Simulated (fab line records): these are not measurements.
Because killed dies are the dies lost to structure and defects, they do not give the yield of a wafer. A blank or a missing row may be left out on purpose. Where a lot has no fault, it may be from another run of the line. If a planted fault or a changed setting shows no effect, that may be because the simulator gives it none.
One fault seen from 2 desks | flow n5Finfet | only its own numbers are on each desk; what lay behind them is given at the end

THE METROLOGY DESK
Means of the sampled wafers that have a number, per lot and without regard to the tool the lot ran on: this is what the gauges read. If a lot's mean is further than 4 standard deviations from the usual mean, the lot is out of limits and carries the mark OUT (the distance appears in the brackets). Readings shown: 7 of its 14, picked as those furthest out on some lot.
Columns: A = M3_THK at N5_BEOL_M3_THK_MEAS_53, usual 40.4 nm; B = M3_RS at N5_BEOL_M3_RS_MEAS_58, usual 0.662 ohm/sq; C = ION_N at N5_BEOL_M4_RC_MEAS_101, usual 671 uA/um; D = SERP_M3 at N5_BEOL_M4_RC_MEAS_101, usual 195 ohm/um; E = SERP_M3_max_site at N5_BEOL_M4_RC_MEAS_101, usual 207 ohm/um; F = SS_N at N5_BEOL_M4_RC_MEAS_101, usual 71.6 mV/dec; G = VT_N at N5_BEOL_M4_RC_MEAS_101, usual 250.9 mV
lot  | first seen here | A    | B     | C   | D   | E   | F    | G
L867 | day 7 14:02     | 42.7 | 0.618 | 675 | 176 | 188 | 72.1 | 252.5
L873 | day 9 16:42     | 39.3 | 0.689 | 670 | 199 | 213 | 71.4 | 251.4
L881 | day 11 11:47    | 38.8 | 0.690 | 665 | 208 | 222 | 72.1 | 251.3
L880 | day 11 12:11    | 40.4 | 0.663 | 684 | 191 | 199 | 72.0 | 248.2
L882 | day 11 14:32    | 37.4 | 0.740 | 668 | 210 | 226 | 71.8 | 252.6
L883 | day 11 20:01    | 40.7 | 0.652 | 658 | 192 | 204 | 71.5 | 253.5
L884 | day 11 21:50    | 36.0 | 0.767 | 663 | 224 | 234 | 72.3 | 249.6
L886 | day 12 21:13    | 35.9 | 0.770 | 674 | 233 | 248 | 71.7 | 248.5
L889 | day 13 04:18    | 39.0 | 0.679 | 677 | 195 | 210 | 71.6 | 247.2
This desk's verdict: no lot among the 9 shows anything out of limits.

FOR THE TOOL OWNER'S DESK: pecvd-03
The tool's own readings at N5_BEOL_M2_DEP_57 (deposits SiCN from 3MS/NH3, target thk 8 nm, time 14 s): means of the sampled wafers that have a number, for each lot that ran on this tool. If a lot's mean is further than 4 standard deviations from the usual mean, the lot is out of limits and carries the mark OUT (the distance appears in the brackets).
Columns: A = showerheadPlenumPTorr at N5_BEOL_M2_DEP_57, usual 3.667 Torr; B = throttleValvePct at N5_BEOL_M2_DEP_57, usual 9.0 %
lot  | first seen here | A     | B
L867 | day 7 06:12     | 3.678 | 9.0
L873 | day 9 06:50     | 3.668 | 9.1
L881 | day 11 03:19    | 3.680 | 9.1
L882 | day 11 06:34    | 3.649 | 9.0
L884 | day 11 15:01    | 3.671 | 8.9
L886 | day 12 03:24    | 3.668 | 9.1
This desk's verdict: no lot among the 6 shows anything out of limits.

PUT TOGETHER
At the metrology desk, nothing out of limits was observed.
Nothing out of limits was seen by the tool owner's desk.

WHAT THE SIMULATOR HAD PUT IN
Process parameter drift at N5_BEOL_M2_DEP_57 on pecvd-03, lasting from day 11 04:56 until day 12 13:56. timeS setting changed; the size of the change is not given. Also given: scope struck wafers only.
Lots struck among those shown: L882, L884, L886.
